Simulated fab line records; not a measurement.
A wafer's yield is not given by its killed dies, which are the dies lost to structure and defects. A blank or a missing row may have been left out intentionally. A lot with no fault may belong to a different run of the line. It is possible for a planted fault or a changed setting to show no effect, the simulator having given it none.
Chamber matching ; flow n5Finfet ; pecvd-04 running N5_BEOL_M6_ILD_DEP_00: 3 sister chambers
The step deposits SiCOH lowk from DEMS/porogen, target thk 179.75 nm, time 33.4 s. 14 wafers are shown with their chamber, then 7 later ones without.

== WAFERS PAIRED WITH THEIR CHAMBERS ==
wafer;chamber;throttleValvePct (%);heaterPowerW (W);showerheadPlenumPTorr (Torr)
L077.1;1;13.3;351;5.745
L077.5;0;15.8;264;5.738
L077.6;2;13.4;282;5.730
L084.1;2;13.4;227;5.734
L084.4;0;15.7;341;5.744
L084.5;1;13.2;397;5.743
L085.1;1;13.2;305;5.743
L085.4;1;13.4;313;5.735
L085.6;2;13.5;253;5.734
L088.1;1;13.3;348;5.753
L088.2;0;15.8;319;5.750
L088.6;1;13.2;349;5.758
L091.1;0;15.8;300;5.730
L091.4;1;13.3;378;5.751

SIGNATURES (averages over the wafers above)
reading;chamber 0;chamber 1;chamber 2;scatter within a chamber
throttleValvePct;15.775;13.271;13.433;0.0664
heaterPowerW;306.00;348.71;254.00;31.8
showerheadPlenumPTorr;5.74050;5.74686;5.73267;0.00728
Rule: a wafer lies at a distance from a chamber equal to the root of the sum of squares, over the readings, of (its reading less the chamber's mean, divided by the reading's scatter). The wafer belongs to the nearest chamber; if the next one is less than 2 further off, it can't be placed. The scatter: take each reading less its chamber's mean, square it, sum over the shown wafers, divide by the number of wafers less the number of chambers, and take the root.

== WAFERS WITH NO CHAMBER GIVEN ==
wafer;throttleValvePct (%);heaterPowerW (W);showerheadPlenumPTorr (Torr)
L091.6;15.5;300;5.752
L094.1;15.8;336;5.732
L094.4;13.1;383;5.743
L094.6;15.7;336;5.751
L093.3;13.2;389;5.732
L093.4;13.2;306;5.760
L093.6;15.9;270;5.748

== CHAMBER TAKEN BY EACH ==
wafer;from the rows above;in truth
L091.6;0;0
L094.1;0;0
L094.4;1;1
L094.6;0;0
L093.3;1;1
L093.4;1;1
L093.6;0;0
7 of 7 placed correctly. Left unplaced by these rows: 0. 0 placed wrongly.
